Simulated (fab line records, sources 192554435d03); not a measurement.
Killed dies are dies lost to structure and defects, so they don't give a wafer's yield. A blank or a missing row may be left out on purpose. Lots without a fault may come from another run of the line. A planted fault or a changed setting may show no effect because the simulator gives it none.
Tool commonality check | flow n5_finfet | 9 lots, 27 wafers sampled

WHY IT WAS OPENED
At N5_PASSIVATION_CD_MEAS_30 the reading cd_nm is flagged on 2 of 9 lots. Wafers without a fault read 4001.5 nm, standard deviation 2.
Rule: a lot is flagged when every wafer of it that has a number lies more than 4 standard deviations from that mean, or none has a number. The other lots count as sound.

lot  | measured     | on        | cd_nm (nm), wafer by wafer | flag
L285 | day 12 00:25 | cd_sem-02 | 3998.2 3998.5 4001.5       |
L288 | day 13 03:54 | cd_sem-01 | 4000.7 4001.2 4000.6       |
L290 | day 13 09:43 | cd_sem-02 | 4001.6 4000.0 4001.8       |
L293 | day 13 12:30 | cd_sem-03 | 3999.9 4003.5 4001.2       |
L292 | day 13 16:05 | cd_sem-02 | 4002.8 4005.2 4003.8       |
L294 | day 14 09:22 | cd_sem-02 | 4005.3 4003.6 4005.6       |
L302 | day 16 18:58 | cd_sem-03 | 3979.4 3981.3 3979.7       | FLAGGED
L303 | day 16 23:31 | cd_sem-01 | 3981.0 3981.5 3979.5       | FLAGGED
L305 | day 17 16:00 | cd_sem-03 | 4003.0 4003.2 4001.0       |
The numbers of the flagged lots are 3980.4 nm on average: -21.1 nm against the usual, or -11 standard deviations.

WHICH TOOL RAN EACH LOT
The record holds 3 process steps before the reading, out of a route of 1938 steps. In each cell: the tool, then ch and the chambers that the sampled wafers went through, then the start.
lot  | flag    | N5_PASSIVATION_PECVD_01         | N5_PASSIVATION_PASS_ETCH_74        | N5_PASSIVATION_EXPOSE_27
L285 |         | pecvd-03 ch 0,1, day 11 21:16   | rie_diel-02 ch 1, day 11 22:44     | krf_scanner-02 ch 0, day 12 00:15
L288 |         | pecvd-02 ch 0,1,2, day 12 23:53 | rie_diel-03 ch 0,1,2, day 13 02:03 | krf_scanner-01 ch 0, day 13 03:44
L290 |         | pecvd-03 ch 0,1,2, day 13 05:40 | rie_diel-03 ch 1,2, day 13 06:13   | krf_scanner-02 ch 0, day 13 09:33
L293 |         | pecvd-03 ch 0,1,2, day 13 09:15 | rie_diel-01 ch 0,1,3, day 13 11:11 | krf_scanner-02 ch 0, day 13 12:19
L292 |         | pecvd-02 ch 1,2, day 13 12:38   | rie_diel-03 ch 0,2, day 13 14:33   | krf_scanner-01 ch 0, day 13 15:55
L294 |         | pecvd-01 ch 0,1, day 14 03:03   | rie_diel-02 ch 1,2,3, day 14 03:57 | krf_scanner-02 ch 0, day 14 09:11
L302 | FLAGGED | pecvd-01 ch 1,2, day 16 15:38   | rie_diel-02 ch 1,2, day 16 16:58   | krf_scanner-02 ch 0, day 16 18:47
L303 | FLAGGED | pecvd-03 ch 1,2, day 16 21:01   | rie_diel-01 ch 1,2, day 16 22:02   | krf_scanner-02 ch 0, day 16 23:21
L305 |         | pecvd-03 ch 0,2, day 17 13:21   | rie_diel-01 ch 0,1, day 17 14:20   | krf_scanner-01 ch 0, day 17 15:50
What these steps do:
- N5_PASSIVATION_PECVD_01: deposits SiNx from SiH4/NH3/N2, target thk 200 nm, time 43.2 s.
- N5_PASSIVATION_PASS_ETCH_74: etches SiNx in CF4/O2, target depth 220 nm, time 110 s.
- N5_PASSIVATION_EXPOSE_27: exposes mask PAD, defocus 0 nm.
- N5_PASSIVATION_CD_MEAS_30: target cd 4000 nm.

FLAGGED OVER TOTAL, TOOL BY TOOL (the gauges that took the reading come last)
step                        | tool           | lots run | flagged | share of the flagged lots | sound lots run after its first flagged lot
N5_PASSIVATION_PECVD_01     | pecvd-01       | 2        | 1       | some                      | 0
N5_PASSIVATION_PECVD_01     | pecvd-02       | 2        | 0       | none                      | -
N5_PASSIVATION_PECVD_01     | pecvd-03       | 5        | 1       | some                      | 1 (L305)
N5_PASSIVATION_PASS_ETCH_74 | rie_diel-01    | 3        | 1       | some                      | 1 (L305)
N5_PASSIVATION_PASS_ETCH_74 | rie_diel-02    | 3        | 1       | some                      | 0
N5_PASSIVATION_PASS_ETCH_74 | rie_diel-03    | 3        | 0       | none                      | -
N5_PASSIVATION_EXPOSE_27    | krf_scanner-01 | 3        | 0       | none                      | -
N5_PASSIVATION_EXPOSE_27    | krf_scanner-02 | 6        | 2       | all                       | 0
N5_PASSIVATION_CD_MEAS_30   | cd_sem-01      | 2        | 1       | some                      | 0
N5_PASSIVATION_CD_MEAS_30   | cd_sem-02      | 4        | 0       | none                      | -
N5_PASSIVATION_CD_MEAS_30   | cd_sem-03      | 3        | 1       | some                      | 1 (L305)

WHAT THE TABLE ALLOWS
1 row of the table ran every flagged lot: krf_scanner-02 at N5_PASSIVATION_EXPOSE_27.
- krf_scanner-02 at N5_PASSIVATION_EXPOSE_27: 2 of its 6 lots flagged. Its last sound lot is L294 (day 14 09:11), its first flagged lot L302 (day 16 18:47): a fault that began between those two fits. Its own readings lie more than 4 standard deviations out on every wafer of the flagged lots: exposure_dose_mJ_cm2.
One tool is left: krf_scanner-02 at N5_PASSIVATION_EXPOSE_27.

WHAT THE SIMULATOR HAD PUT IN
Process parameter drift: krf_scanner-02, from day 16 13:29 on, at N5_PASSIVATION_EXPOSE_27. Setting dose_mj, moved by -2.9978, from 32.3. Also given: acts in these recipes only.
Lots struck among those shown: L302, L303. The rule above found the same.
